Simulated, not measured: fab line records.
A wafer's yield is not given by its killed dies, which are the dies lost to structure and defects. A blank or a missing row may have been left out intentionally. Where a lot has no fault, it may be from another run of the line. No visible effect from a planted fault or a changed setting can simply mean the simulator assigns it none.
Chamber matching | flow nand-harc | NHARC_A_CONTACT_DEP_29 on pecvd-03: 3 sister chambers
The step deposits SiON, target thk 100 nm. 6 wafers are shown with their chamber, then 12 later ones without.

WAFERS, EACH WITH ITS CHAMBER
wafer  | chamber | heater-power-w (W)
L089.3 | 1       | 855
L088.5 | 2       | 681
L088.6 | 1       | 893
L090.2 | 2       | 653
L090.3 | 0       | 888
L090.6 | 0       | 897

WAFERS MISSING THEIR CHAMBER
wafer  | heater-power-w (W)
L093.2 | 771
L093.3 | 636
L093.5 | 621
L092.1 | 600
L092.5 | 907
L092.6 | 606
L094.1 | 688
L094.3 | 793
L094.6 | 777
L097.2 | 684
L097.4 | 906
L097.5 | 930

EACH ONE'S CHAMBER
wafer  | from the rows above          | in truth
L093.2 | can't be placed: 1 or 2 or 0 | 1
L093.3 | 2                            | 2
L093.5 | 2                            | 2
L092.1 | 2                            | 2
L092.5 | can't be placed: 0 or 1      | 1
L092.6 | 2                            | 2
L094.1 | 2                            | 2
L094.3 | can't be placed: 1 or 0      | 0
L094.6 | can't be placed: 1 or 2 or 0 | 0
L097.2 | 2                            | 2
L097.4 | can't be placed: 0 or 1      | 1
L097.5 | can't be placed: 0 or 1      | 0
Correctly placed: 6 of 12. From these rows, 6 cannot be placed; in 6 the true chamber is one of the candidates. 0 placed wrongly.
How it was worked out, from the rows above alone: a wafer's distance from a chamber is the root of the sum, over the readings, of the square of ((its reading less the chamber's mean) divided by the reading's scatter). The wafer belongs to the nearest chamber; if the next one is less than 2 further off, it can't be placed. A chamber's mean is the mean of its shown wafers. The scatter: take each reading less its chamber's mean, square it, sum over the shown wafers, divide by the number of wafers less the number of chambers, and take the root.
